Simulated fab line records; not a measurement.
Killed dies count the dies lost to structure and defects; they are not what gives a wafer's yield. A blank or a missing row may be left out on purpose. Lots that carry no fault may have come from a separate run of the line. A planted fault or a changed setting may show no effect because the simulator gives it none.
Problem report in the 8D (eight disciplines) form, filled by code || flow nand_harc || the parts of the form that need people (team, actions taken, sign-off) are left out

1. WHAT WENT WRONG
Mean of oes_product_au at NHARC_A_DECK1_JOINT_ETCHBACK_07: 0.940 a.u. across 2 wafers in 2 lots; on wafers with no fault it is 1.002 a.u. (standard deviation 0.013). That is -4.8 standard deviations from the usual mean.
The step: etches the open film in HBr, target depth 105 nm, time 26.9 s.
First observed at day 15 09:58: wafer L181.3, on rie_si-02. The record has a number at this step for 14 wafers belonging to 6 lots. By rule, "out" or "out of limits" means more than 4 standard deviations away from the usual mean. All remaining wafers that have a number are taken as sound.

2. WHAT IT IS, AND WHAT IT ISN'T
{"question": "which readings at this step", "is": "oes_product_au", "is not": "drypump_motor_current_A, rf_fwd_power_W, throttle_valve_pct"}
{"question": "which lots", "is": "L181, L183", "is not": "L172, L173, L185, L189"}
{"question": "which wafers of those lots", "is": "all that have a number", "is not": "-"}
{"question": "read on which tools", "is": "rie_si-02", "is not": "rie_si-01, rie_si-04"}
{"question": "when", "is": "from day 15 09:58", "is not": "up to then (6 sound wafers); but 6 sound wafers of L185, L189 came after"}

3. THE SUSPECTS, EACH WITH WHAT RULES IT OUT
Counting: a tool stays on the suspect list if, at a process step up to the reading, it processed all lots that are out and no sound lot following the first of them.
- rie_diel-11 at NHARC_A_CHANNEL_FILL_D1_ETCHBACK_08 (etches the open film in C4F8, target depth 220 nm, time 110 s): kept. It ran every lot that is out, first L181 (day 15 09:31), and no sound lot after that; its last sound lot up to then is L172 (day 11 06:13). NHARC_A_CHANNEL_FILL_D1_ETCHBACK_08: start missing for some lots; hours and lot order therefore follow NHARC_A_CHANNEL_FILL_D1_CMP_10.
- rie_diel-11 at NHARC_A_CHANNEL_FILL_D1_STRIP_29 (strips in O2, time 20 s): kept. It ran every lot that is out, first L181 (day 15 09:31), and no sound lot after that; its last sound lot up to then is L172 (day 11 06:13). NHARC_A_CHANNEL_FILL_D1_STRIP_29: start missing for some lots; hours and lot order therefore follow NHARC_A_CHANNEL_FILL_D1_CMP_10.
- cmp-03 at NHARC_A_CHANNEL_FILL_D1_CMP_10 (polishes, target thk 150 nm): ruled out as a lasting fault. The sound lots L189 went through it after L181, its earliest lot that is out (day 15 09:31).
- rie_si-02 at NHARC_A_DECK1_JOINT_ETCHBACK_07 (etches the open film in HBr, target depth 105 nm, time 26.9 s): kept. It ran every lot that is out, first L181 (day 15 09:58), and no sound lot after that; its last sound lot up to then is L173 (day 11 06:39). Out on those wafers are its own readings of oes_product_au.
rie_diel-11 at NHARC_A_CHANNEL_FILL_D1_ETCHBACK_08, rie_diel-11 at NHARC_A_CHANNEL_FILL_D1_STRIP_29 and rie_si-02 at NHARC_A_DECK1_JOINT_ETCHBACK_07 are what is left after counting.

4. THE CAUSE (what the simulator had put in)
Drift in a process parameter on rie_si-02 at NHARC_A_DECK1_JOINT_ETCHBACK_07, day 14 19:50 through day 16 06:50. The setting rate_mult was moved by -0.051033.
Counting left 3 suspects, and this tool is among them.

5. THE EFFECT CHAIN, in route order
Rows list readings where the struck wafers' mean (over those with a number) sits beyond 3 standard deviations from the usual. Only readings for which the record gives a usual standard deviation are gone through. hours: the time from each lot's start at the first step in this table that gives one to its start at this step, as a median over the lots. sigmas: the change in usual standard deviations.
{"hours": 0, "step": "NHARC_A_DECK1_JOINT_ETCHBACK_07", "reading": "oes_product_au", "usual": "1.002 a.u.", "on struck wafers": 0.940, "change": -0.062, "sigmas": -4.8}
Process steps it contains:
- NHARC_A_DECK1_JOINT_ETCHBACK_07: etches the open film in HBr, target depth 105 nm, time 26.9 s.

6. HOW IT WOULD HAVE BEEN CAUGHT EARLIER
In this record no reading fell out of limits until day 15 09:58, 14 hours after the fault had begun at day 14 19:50.
